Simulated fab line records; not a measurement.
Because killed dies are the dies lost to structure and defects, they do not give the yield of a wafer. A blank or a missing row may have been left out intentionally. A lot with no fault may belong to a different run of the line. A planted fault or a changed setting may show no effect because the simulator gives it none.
fab line records	flow nandHarc
record lots=6	wafers=18	lastDay=23
route steps=1159 shown A_STAIRCASE@552 END@1159
lots untouched by any fault: they come from a run of this same line in which no faults occurred
startH: hours from the record's first day to the start of the lot's first wafer shown	waitH: hours from the lot's prior step to this one	" as in the row above	L1.1+2: a row that stands for several wafers	- either no value or no given start	* or withheld: withheld	< > ~ a bound
route shown NAME@n: names a module that has steps shown in the file, with the first one's number in the route	usual: the fault-free wafers' mean and standard deviation	same: alike in all rows	chamber/n: place in a boat	sites: each site's reading	_std_site: standard deviation of those values	_edge_site: outer sites' mean less inner sites'	radiusMm: for every site, how far away it sits from the centre of the wafer	mask NAME#n: copy n	behind: the most recent tool/chamber to have shaped the wafer	hold: reason for holding the lot/hours on hold/outcome of the hold	device: which transistor (n, p or np) failed to switch	end of line: at the end of the route, the tests of the same wafers	where a step has no rows: the recipe by itself	killed: not the wafer's yield, but the dies lost to structure and defects at the first sort	map: shows each die of a wafer: x if killed, . if not, _ if none is there
set.NAME: the setting that was run; set.NAME@STEP: the one run at that earlier step	model.NAME: the simulator's own value behind a step, which no gauge read
lots seen at some steps along the route; tables by step, rows by wafer
services: a tool's chamber out of use, with start hour (startH, from the record's first day; less than 0 if before it), hours out, and reason
## steps
# step NHARC_A_STAIRCASE_TRIM_16
# recipe timeS=211.2	o2FlowSccm=500	arFlowSccm=0	biasW=0	chemistry=O2
# step NHARC_A_STAIRCASE_ETCH_17
# recipe targetDepthA=1000	timeS=40.5	ionEnergyEv=400	c4f8FlowSccm=20	o2FlowSccm=10	arFlowSccm=withheld	rfW=600	biasW=1000	chemistry=C4F8/O2
# step NHARC_A_STAIRCASE_TRIM_18
# recipe timeS=211.2	o2FlowSccm=500	arFlowSccm=0	biasW=0	chemistry=O2
# usual drypumpMotorCurrentA=5.7/0.58	oesProductAu=1.000/0.0077	rfVppV=57.8/0.9	showerheadPlenumPTorr=3.57/0.16	throttleValvePct=17.036/0.0083
# same timeS=211.2
lot.wafer	tool	chamber	startH	waitH	drypumpMotorCurrentA	oesProductAu	rfHoursCounterH	rfVppV	showerheadPlenumPTorr	throttleValvePct
L651.3	rieDiel-02	1	-	-	5.3	0.995	39	57.2	3.63	17.031
L651.1	"	3	"	"	5.4	0.992	39	57.3	3.29	17.032
L651.5	"	1	"	"	5.3	0.980	-	59.5	3.63	17.041
L650.3	rieDiel-08	2	-	-	6.3	1.006	57	57.4	3.32	17.028
L650.1	"	3	"	"	6.3	1.011	48	58.4	3.63	17.043
L650.5	"	3	"	"	6.3	0.997	-	58.8	3.63	17.030
L656.1	rieDiel-08	3	-	-	6.4	1.011	60	58.2	3.62	17.034
L656.3	"	2	"	"	6.3	1.009	69	57.8	3.32	17.029
L656.6	"	0	"	"	6.0	0.986	-	57.6	3.65	17.050
L657.3	rieDiel-02	2	-	-	6.3	1.003	43	58.2	3.56	17.030
L657.4	"	3	"	"	5.4	0.994	53	57.9	3.28	17.029
L657.2	"	0	"	"	5.7	0.997	54	57.2	3.78	17.034
L662.3	rieDiel-07	1	-	-	4.8	1.000	34	57.4	3.57	17.041
L662.2	"	3	"	"	5.8	0.997	30	57.4	3.32	17.052
L662.5	"	2	"	"	5.1	1.002	-	58.3	3.55	17.026
L664.3	rieDiel-08	1	-	-	6.5	1.011	12	57.4	3.61	17.030
L664.2	"	3	"	"	6.4	1.012	12	59.3	3.62	17.031
L664.5	"	0	"	"	6.0	1.010	-	57.8	3.64	17.046
# step NHARC_A_STAIRCASE_ETCH_19
# recipe targetDepthA=1000	timeS=40.5	ionEnergyEv=400	c4f8FlowSccm=20	o2FlowSccm=10	arFlowSccm=withheld	rfW=600	biasW=1000	chemistry=C4F8/O2
# step NHARC_A_STAIRCASE_TRIM_20
# recipe timeS=211.2	o2FlowSccm=500	arFlowSccm=0	biasW=0	chemistry=O2
# step NHARC_A_STAIRCASE_ETCH_21
# recipe targetDepthA=1000	timeS=40.5	ionEnergyEv=400	c4f8FlowSccm=20	o2FlowSccm=10	arFlowSccm=withheld	rfW=600	biasW=1000	chemistry=C4F8/O2
# usual oesProductAu=0.948/0.019	rfVppV=898/6.2
# same timeS=40.5
lot.wafer	tool	chamber	startH	waitH	oesProductAu	rfHoursCounterH	rfVppV
L651.3	rieDiel-07	0	-	-	0.982	11	907
L651.1	"	1	"	"	0.963	11	898
L651.5	"	3	"	"	0.960	-	888
L650.1	rieDiel-02	0	-	-	0.917	40	906
L650.3	"	1	"	"	0.925	41	901
L650.5	"	0	"	"	0.912	-	906
L656.1	rieDiel-02	3	-	-	0.960	53	886
L656.3	"	2	"	"	0.981	42	897
L656.6	"	3	"	"	0.964	-	888
L657.2	rieDiel-02	3	-	-	0.939	54	887
L657.3	"	0	"	"	0.933	54	905
L657.4	"	2	"	"	0.953	43	897
L662.2	rieDiel-07	2	-	-	0.925	34	896
L662.3	"	1	"	"	0.921	34	897
L662.5	"	3	"	"	0.933	-	888
L664.2	rieDiel-08	1	-	-	0.959	12	898
L664.3	"	2	"	"	0.955	14	889
L664.5	"	0	"	"	0.936	-	901
# step NHARC_A_STAIRCASE_TRIM_22
# recipe timeS=211.2	o2FlowSccm=500	arFlowSccm=0	biasW=0	chemistry=O2
# step NHARC_A_STAIRCASE_ETCH_23
# recipe targetDepthA=1000	timeS=40.5	ionEnergyEv=400	c4f8FlowSccm=20	o2FlowSccm=10	arFlowSccm=withheld	rfW=600	biasW=1000	chemistry=C4F8/O2
# usual oesProductAu=0.946/0.016	rfVppV=897/6.3
# same timeS=40.5
lot.wafer	tool	chamber	startH	waitH	oesProductAu	rfHoursCounterH	rfVppV
L651.1	rieDiel-07	3	-	-	0.951	11	889
L651.3	"	0	"	"	0.951	11	906
L651.5	"	3	"	"	0.946	-	889
L650.1	rieDiel-02	0	-	-	0.927	41	904
L650.3	"	1	"	"	0.929	41	901
L650.5	"	1	"	"	0.939	-	899
L656.3	rieDiel-02	2	-	-	0.950	42	897
L656.1	"	3	"	"	0.938	53	888
L656.6	"	0	"	"	0.963	-	904
L657.4	rieDiel-02	3	-	-	0.961	54	888
L657.2	"	1	"	"	0.941	54	900
L657.3	"	2	"	"	0.941	43	897
L662.2	rieDiel-07	0	-	-	0.923	32	905
L662.3	"	1	"	"	0.930	35	898
L662.5	"	3	"	"	0.937	-	888
L664.3	rieDiel-08	2	-	-	0.934	14	888
L664.2	"	0	"	"	0.933	10	900
L664.5	"	2	"	"	0.925	-	889
# step NHARC_A_STAIRCASE_TRIM_24
# recipe timeS=211.2	o2FlowSccm=500	arFlowSccm=0	biasW=0	chemistry=O2
# usual drypumpMotorCurrentA=5.7/0.53	oesProductAu=1.000/0.0074	rfVppV=57.9/1	showerheadPlenumPTorr=3.57/0.16	throttleValvePct=17.037/0.0081
# same timeS=211.2
lot.wafer	tool	chamber	startH	waitH	drypumpMotorCurrentA	oesProductAu	rfHoursCounterH	rfVppV	showerheadPlenumPTorr	throttleValvePct
L651.3	rieDiel-07	3	-	-	5.8	0.990	11	58.3	3.33	17.032
L651.1	"	1	"	"	4.8	0.986	11	58.4	3.58	17.033
L651.5	"	2	"	"	5.0	1.002	-	55.8	3.56	17.039
L650.3	rieDiel-02	3	-	-	5.4	1.001	41	57.1	3.29	17.044
L650.1	"	1	"	"	5.3	1.010	41	58.7	3.63	17.031
L650.5	"	3	"	"	5.4	1.001	-	58.3	3.29	17.038
L656.3	rieDiel-02	3	-	-	5.4	1.002	53	56.5	3.28	17.039
L656.1	"	0	"	"	5.7	0.995	53	57.7	3.78	17.030
L656.6	"	1	"	"	5.3	1.011	-	55.6	3.62	17.039
L657.2	rieDiel-02	1	-	-	5.2	1.005	54	56.6	3.62	17.045
L657.4	"	3	"	"	5.4	0.999	54	57.4	3.28	17.036
L657.3	"	0	"	"	5.7	1.001	54	57.1	3.78	17.043
L662.3	rieDiel-07	1	-	-	4.8	0.996	35	57.4	3.57	17.032
L662.2	"	3	"	"	5.8	0.993	32	58.1	3.32	17.049
L662.5	"	2	"	"	5.1	1.000	-	57.8	3.55	17.027
L664.2	rieDiel-08	3	-	-	6.3	1.007	13	57.6	3.62	17.035
L664.3	"	0	"	"	6.0	0.994	10	59.5	3.64	17.038
L664.5	"	3	"	"	6.4	1.016	-	57.0	3.62	17.042
# step NHARC_A_STAIRCASE_ETCH_25
# recipe targetDepthA=1000	timeS=40.5	ionEnergyEv=400	c4f8FlowSccm=20	o2FlowSccm=10	arFlowSccm=withheld	rfW=600	biasW=1000	chemistry=C4F8/O2
# usual oesProductAu=0.940/0.011	rfVppV=898/6.1
# same timeS=40.5
lot.wafer	tool	chamber	startH	waitH	oesProductAu	rfHoursCounterH	rfVppV
L651.1	rieDiel-07	0	-	-	0.950	11	908
L651.3	"	3	"	"	0.946	11	889
L651.5	"	1	"	"	0.941	-	899
L650.1	rieDiel-02	1	-	-	0.947	41	902
L650.3	"	3	"	"	0.943	42	888
L650.5	"	1	"	"	0.947	-	899
L656.3	rieDiel-02	2	-	-	0.955	42	898
L656.1	"	3	"	"	0.964	53	889
L656.6	"	2	"	"	0.947	-	898
L657.2	rieDiel-02	0	-	-	0.955	54	905
L657.4	"	1	"	"	0.943	54	899
L657.3	"	3	"	"	0.958	54	886
L662.2	rieDiel-07	2	-	-	0.924	35	897
L662.3	"	3	"	"	0.928	32	888
L662.5	"	2	"	"	0.936	-	896
L664.3	rieDiel-08	3	-	-	0.936	13	900
L664.2	"	1	"	"	0.937	12	898
L664.5	"	2	"	"	0.937	-	889
# step NHARC_A_STAIRCASE_TRIM_26
# recipe timeS=211.2	o2FlowSccm=500	arFlowSccm=0	biasW=0	chemistry=O2
# step NHARC_A_STAIRCASE_ETCH_27
# recipe targetDepthA=1000	timeS=40.5	ionEnergyEv=400	c4f8FlowSccm=20	o2FlowSccm=10	arFlowSccm=withheld	rfW=600	biasW=1000	chemistry=C4F8/O2
# usual oesProductAu=0.941/0.011	rfVppV=897/6.3
# same timeS=40.5
lot.wafer	tool	chamber	startH	waitH	oesProductAu	rfHoursCounterH	rfVppV
L651.1	rieDiel-07	3	266.68	-	0.935	11	889
L651.3	"	1	"	"	0.951	11	899
L651.5	"	0	"	"	0.948	-	906
L650.1	rieDiel-02	3	270.36	-	0.933	42	887
L650.3	"	0	"	"	0.932	41	905
L650.5	"	0	"	"	0.927	-	906
L656.3	rieDiel-02	0	297.85	-	0.776	53	904
L656.1	"	2	"	"	0.770	42	898
L656.6	"	0	"	"	0.769	-	904
L657.3	rieDiel-02	1	301.56	-	0.785	54	899
L657.2	"	2	"	"	0.779	43	896
L657.4	"	3	"	"	0.778	54	887
L662.2	rieDiel-07	3	328.36	-	0.935	32	888
L662.3	"	0	"	"	0.935	32	906
L662.5	"	0	"	"	0.944	-	907
L664.2	rieDiel-08	1	339.87	-	0.951	13	901
L664.3	"	0	"	"	0.931	12	900
L664.5	"	1	"	"	0.939	-	898
# step NHARC_END_SORT_01
# recipe tempC=25
# usual killedAtArray=26/9.9	killedAtOther=0.8/1	killedAtPeriphery=2.8/2.2	killedDies=29/9.9	killedOpen=3.2/1.8	killedShort=2.1/1.4
# same grossDies=677
lot.wafer	tool	chamber	startH	waitH	hold	killedAtArray	killedAtOther	killedAtPeriphery	killedDies	killedOpen	killedShort
L650.1	prober-01	0	471.36	2.5	-	24	1	2	27	4	0
L650.3	prober-01	0	472.98	3.1	-	25	4	3	32	5	1
L650.5	prober-01	0	474.59	3.7	-	21	3	3	27	2	2
L651.1	prober-02	0	488.70	2.5	-	12	1	4	17	3	3
L651.3	prober-02	0	490.30	3.1	-	16	0	3	19	2	1
L651.5	prober-02	0	491.90	3.7	-	13	1	3	17	4	3
L656.1	prober-01	0	504.34	2.5	awaitDispo/1.6h/scrap	676	0	1	677	1	3
L656.3	prober-01	0	505.93	3.1	awaitDispo/1.6h/scrap	674	0	3	677	2	2
L656.6	prober-01	0	508.32	4.0	awaitDispo/1.6h/scrap	672	0	3	675	5	3
L657.2	prober-02	0	505.25	2.8	awaitDispo/3.5h/scrap	671	1	4	676	5	4
L657.3	prober-02	0	506.05	3.1	awaitDispo/3.5h/scrap	677	0	0	677	3	0
L657.4	prober-02	0	506.85	3.4	awaitDispo/3.5h/scrap	676	0	1	677	1	1
L662.2	prober-01	0	528.51	2.8	-	25	0	3	28	2	2
L662.3	prober-01	0	529.31	3.1	-	32	0	5	37	5	1
L662.5	prober-01	0	530.90	3.7	-	35	0	3	38	4	2
L664.2	prober-02	0	541.47	2.8	-	17	2	4	23	3	2
L664.3	prober-02	0	542.28	3.1	-	21	1	6	28	8	2
L664.5	prober-02	0	543.90	3.7	-	17	1	6	24	6	3
# killed by level:class
L650.1 A_SLIT:chamberFilmFlake=10 A_BONDPAD:chamberFilmFlake=4 A_STAIRCASE:chamberFilmFlake=3 A_CHANNEL_HOLE_D1:chamberFilmFlake=2 A_CONTACT:chamberFilmFlake=2 P_M0:geometricParticle:open=1 P_M2:geometricParticle:open=1 A_WL_FILL:geometricParticle:open=1
L650.3 A_SLIT:chamberFilmFlake=10 A_CHANNEL_HOLE_D1:chamberFilmFlake=4 A_STAIRCASE:chamberFilmFlake=4 THIN_TSV:chamberFilmFlake=4 A_CONTACT:geometricParticle:open=3 A_BONDPAD:chamberFilmFlake=3 P_CONTACT:geometricParticle:open=1 P_M1:geometricParticle:open=1
L650.5 A_SLIT:chamberFilmFlake=5 A_STAIRCASE:chamberFilmFlake=4 A_BONDPAD:chamberFilmFlake=4 A_CHANNEL_HOLE_D1:chamberFilmFlake=3 THIN_TSV:chamberFilmFlake=3 P_M1:chamberFilmFlake=2 A_CONTACT:chamberFilmFlake=2 P_M0:geometricParticle:open=1
L651.1 P_ZERO_WELL:chamberFilmFlake=4 A_CONTACT:geometricParticle:short=2 A_BLC:geometricParticle:open=2 A_CHANNEL_HOLE_D1:chamberFilmFlake=2 A_STAIRCASE:chamberFilmFlake=2 A_WL_FILL:geometricParticle:short=1 A_CONTACT:geometricParticle:open=1 A_ZERO_WELL:chamberFilmFlake=1
L651.3 A_CHANNEL_HOLE_D1:chamberFilmFlake=4 P_ZERO_WELL:chamberFilmFlake=3 A_STAIRCASE:chamberFilmFlake=3 A_M1:chamberFilmFlake=2 A_CHANNEL_HOLE_D1:geometricParticle:open=1 A_CONTACT:geometricParticle:open=1 A_CONTACT:geometricParticle:short=1 A_ZERO_WELL:chamberFilmFlake=1
L651.5 A_CHANNEL_HOLE_D1:chamberFilmFlake=3 A_ZERO_WELL:chamberFilmFlake=2 A_WL_FILL:chamberFilmFlake=2 P_STI:geometricParticle:short=1 P_GATE:geometricParticle:open=1 A_ONON_D1:geometricParticle:short=1 A_CHANNEL_HOLE_D1:geometricParticle:short=1 A_CHANNEL_FILL_D1:geometricParticle:open=1
L656.1 A_STAIRCASE:areaEtch=659 A_CHANNEL_HOLE_D1:chamberFilmFlake=7 A_STAIRCASE:chamberFilmFlake=4 A_CONTACT:chamberFilmFlake=2 P_CONTACT:geometricParticle:short=1 A_CHANNEL_FILL_D1:geometricParticle:short=1 A_WL_FILL:geometricParticle:short=1 A_CONTACT:geometricParticle:open=1
L657.2 A_STAIRCASE:areaEtch=640 A_CHANNEL_HOLE_D1:chamberFilmFlake=10 A_SLIT:chamberFilmFlake=7 A_WL_FILL:chamberFilmFlake=4 A_ONON_D1:geometricParticle:short=2 P_ZERO_WELL:chamberFilmFlake=2 A_STAIRCASE:chamberFilmFlake=2 P_M0:geometricParticle:open=1
L656.3 A_STAIRCASE:areaEtch=665 A_CHANNEL_HOLE_D1:chamberFilmFlake=4 A_CONTACT:chamberFilmFlake=2 P_GATE:geometricParticle:open=1 P_CONTACT:geometricParticle:open=1 P_M1:geometricParticle:short=1 A_ONON_D1:geometricParticle:short=1 A_ZERO_WELL:chamberFilmFlake=1
L657.3 A_STAIRCASE:areaEtch=645 A_SLIT:chamberFilmFlake=13 A_CHANNEL_HOLE_D1:chamberFilmFlake=10 A_STAIRCASE:chamberFilmFlake=2 A_CONTACT:chamberFilmFlake=2 A_STAIRCASE:geometricParticle:open=1 A_CONTACT:geometricParticle:open=1 A_BLC:geometricParticle:open=1
L657.4 A_STAIRCASE:areaEtch=648 A_CHANNEL_HOLE_D1:chamberFilmFlake=13 A_SLIT:chamberFilmFlake=5 A_CONTACT:chamberFilmFlake=3 A_ZERO_WELL:chamberFilmFlake=2 A_STAIRCASE:chamberFilmFlake=2 A_CHANNEL_FILL_D1:geometricParticle:open=1 A_SGD_CUT:geometricParticle:short=1
L656.6 A_STAIRCASE:areaEtch=656 A_CHANNEL_HOLE_D1:chamberFilmFlake=4 A_CONTACT:chamberFilmFlake=4 A_STAIRCASE:chamberFilmFlake=3 P_CONTACT:geometricParticle:open=2 P_CONTACT:geometricParticle:short=1 A_CHANNEL_HOLE_D1:geometricParticle:short=1 A_CHANNEL_FILL_D1:geometricParticle:short=1
L662.2 A_CHANNEL_HOLE_D1:chamberFilmFlake=13 A_STAIRCASE:chamberFilmFlake=5 A_CONTACT:chamberFilmFlake=3 P_M2:chamberFilmFlake=2 P_CONTACT:geometricParticle:open=1 A_SOURCE_PLATE:geometricParticle:short=1 A_CHANNEL_HOLE_D1:geometricParticle:short=1 A_CONTACT:geometricParticle:open=1
L662.3 A_CHANNEL_HOLE_D1:chamberFilmFlake=15 A_STAIRCASE:chamberFilmFlake=10 A_CONTACT:geometricParticle:open=2 P_M2:chamberFilmFlake=2 A_WL_FILL:chamberFilmFlake=2 P_GATE:geometricParticle:open=1 P_CONTACT:geometricParticle:open=1 A_STAIRCASE:geometricParticle:short=1
L662.5 A_CHANNEL_HOLE_D1:chamberFilmFlake=16 A_STAIRCASE:chamberFilmFlake=9 A_WL_FILL:geometricParticle:open=2 P_STI:chamberFilmFlake=2 A_CONTACT:chamberFilmFlake=2 P_M1:geometricParticle:open=1 A_SOURCE_PLATE:geometricParticle:short=1 A_STAIRCASE:geometricParticle:short=1
L664.2 A_CHANNEL_HOLE_D1:chamberFilmFlake=4 A_STAIRCASE:chamberFilmFlake=3 A_CONTACT:chamberFilmFlake=3 A_M1:chamberFilmFlake=3 A_WL_FILL:geometricParticle:short=2 P_GATE:chamberFilmFlake=2 THIN_TSV:chamberFilmFlake=2 P_GATE:geometricParticle:open=1
L664.3 A_CHANNEL_HOLE_D1:chamberFilmFlake=8 A_CONTACT:chamberFilmFlake=7 A_CONTACT:geometricParticle:open=3 P_GATE:geometricParticle:short=1 P_GATE:geometricParticle:open=1 P_M0:geometricParticle:open=1 P_M0:geometricParticle:short=1 A_BLC:geometricParticle:open=1
L664.5 A_CHANNEL_HOLE_D1:chamberFilmFlake=4 A_CONTACT:chamberFilmFlake=4 A_CONTACT:geometricParticle:open=2 P_GATE:geometricParticle:short=1 P_M0:geometricParticle:open=1 P_M2:geometricParticle:open=1 A_ONON_D1:geometricParticle:open=1 A_SGD_CUT:geometricParticle:short=1
# map L656.1 (x killed, . not)
____________x____________
_________xxxxxxx_________
_______xxxxxxxxxxx_______
______xxxxxxxxxxxxx______
_____xxxxxxxxxxxxxxx_____
____xxxxxxxxxxxxxxxxx____
____xxxxxxxxxxxxxxxxx____
___xxxxxxxxxxxxxxxxxxx___
___xxxxxxxxxxxxxxxxxxx___
__xxxxxxxxxxxxxxxxxxxxx__
__xxxxxxxxxxxxxxxxxxxxx__
_xxxxxxxxxxxxxxxxxxxxxxx_
_xxxxxxxxxxxxxxxxxxxxxxx_
_xxxxxxxxxxxxxxxxxxxxxxx_
_xxxxxxxxxxxxxxxxxxxxxxx_
_xxxxxxxxxxxxxxxxxxxxxxx_
xxxxxxxxxxxxxxxxxxxxxxxxx
xxxxxxxxxxxxxxxxxxxxxxxxx
xxxxxxxxxxxxxxxxxxxxxxxxx
xxxxxxxxxxxxxxxxxxxxxxxxx
xxxxxxxxxxxxxxxxxxxxxxxxx
_xxxxxxxxxxxxxxxxxxxxxxx_
_xxxxxxxxxxxxxxxxxxxxxxx_
_xxxxxxxxxxxxxxxxxxxxxxx_
_xxxxxxxxxxxxxxxxxxxxxxx_
_xxxxxxxxxxxxxxxxxxxxxxx_
__xxxxxxxxxxxxxxxxxxxxx__
__xxxxxxxxxxxxxxxxxxxxx__
___xxxxxxxxxxxxxxxxxxx___
___xxxxxxxxxxxxxxxxxxx___
____xxxxxxxxxxxxxxxxx____
____xxxxxxxxxxxxxxxxx____
_____xxxxxxxxxxxxxxx_____
______xxxxxxxxxxxxx______
_______xxxxxxxxxxx_______
_________xxxxxxx_________
____________x____________
# map L657.3 (x killed, . not)
____________x____________
_________xxxxxxx_________
_______xxxxxxxxxxx_______
______xxxxxxxxxxxxx______
_____xxxxxxxxxxxxxxx_____
____xxxxxxxxxxxxxxxxx____
____xxxxxxxxxxxxxxxxx____
___xxxxxxxxxxxxxxxxxxx___
___xxxxxxxxxxxxxxxxxxx___
__xxxxxxxxxxxxxxxxxxxxx__
__xxxxxxxxxxxxxxxxxxxxx__
_xxxxxxxxxxxxxxxxxxxxxxx_
_xxxxxxxxxxxxxxxxxxxxxxx_
_xxxxxxxxxxxxxxxxxxxxxxx_
_xxxxxxxxxxxxxxxxxxxxxxx_
_xxxxxxxxxxxxxxxxxxxxxxx_
xxxxxxxxxxxxxxxxxxxxxxxxx
xxxxxxxxxxxxxxxxxxxxxxxxx
xxxxxxxxxxxxxxxxxxxxxxxxx
xxxxxxxxxxxxxxxxxxxxxxxxx
xxxxxxxxxxxxxxxxxxxxxxxxx
_xxxxxxxxxxxxxxxxxxxxxxx_
_xxxxxxxxxxxxxxxxxxxxxxx_
_xxxxxxxxxxxxxxxxxxxxxxx_
_xxxxxxxxxxxxxxxxxxxxxxx_
_xxxxxxxxxxxxxxxxxxxxxxx_
__xxxxxxxxxxxxxxxxxxxxx__
__xxxxxxxxxxxxxxxxxxxxx__
___xxxxxxxxxxxxxxxxxxx___
___xxxxxxxxxxxxxxxxxxx___
____xxxxxxxxxxxxxxxxx____
____xxxxxxxxxxxxxxxxx____
_____xxxxxxxxxxxxxxx_____
______xxxxxxxxxxxxx______
_______xxxxxxxxxxx_______
_________xxxxxxx_________
____________x____________
## services
tool	chamber	startH	hours	kind
rieDiel-02	2	253.28	25.0	repair
rieDiel-02	0	257.81	-	clean
rieDiel-02	1	257.81	-	clean
rieDiel-02	3	257.81	-	clean
rieDiel-02	0	282.41	-	clean
rieDiel-02	1	282.41	-	clean
rieDiel-02	2	282.41	-	clean
rieDiel-02	3	282.41	-	clean
rieDiel-02	0	306.93	-	clean
rieDiel-02	1	306.93	-	clean
rieDiel-02	2	306.93	-	clean
rieDiel-02	3	306.93	-	clean
rieDiel-02	-	327.77	9.0	pm
rieDiel-02	0	327.77	13.3	ventCycle
rieDiel-02	1	327.77	9.0	ventCycle
rieDiel-02	2	327.77	9.0	ventCycle
rieDiel-02	3	327.77	9.0	ventCycle
rieDiel-02	1	336.77	-	clean
rieDiel-02	1	336.77	-	consumableReplace:esc
rieDiel-02	1	336.77	-	consumableReplace:focusRing
rieDiel-02	2	336.77	-	clean
rieDiel-02	3	336.77	-	clean
rieDiel-02	3	336.77	-	consumableReplace:showerhead
rieDiel-02	3	338.36	6.1	repair
## key
firstSign step=NHARC_A_STAIRCASE_ETCH_27	reading=oesProductAu	direction=down	sigmas=15	usual=0.941	struck=0.776
effect step=NHARC_END_SORT_01	reading=killedAtArray	direction=up	sigmas=66	usual=26	struck=674
moreKillsBornAt NHARC_A_STAIRCASE_ETCH_27@rieDiel-02=3913
metAt NHARC_A_STAIRCASE_ETCH_27
struckWafers L656.1,L656.3,L656.6,L657.2,L657.3,L657.4
laterRowsLeftOut L656.1,L656.3,L656.6,L657.2,L657.3,L657.4
testerLeftOut L656,L657
onsetBetween 270.36 297.85
fault kind=processParameterDrift	tool=rieDiel-02	chamber=-	onsetH=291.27	steps=NHARC_A_STAIRCASE_ETCH_27	channel=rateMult	offset=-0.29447	shape=step	endH=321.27
# testerLeftOut: of these lots the tester's yield and bins aren't shown, on N5 and GAA mostly nor the transistor test; their killed dies are dies lost to structure and defects alone, not to doping, threshold or leakage, so they don't give the yield
# laterRowsLeftOut: the simulator's readings of these wafers behind a module that went badly wrong aren't trusted and aren't shown, but for the sort
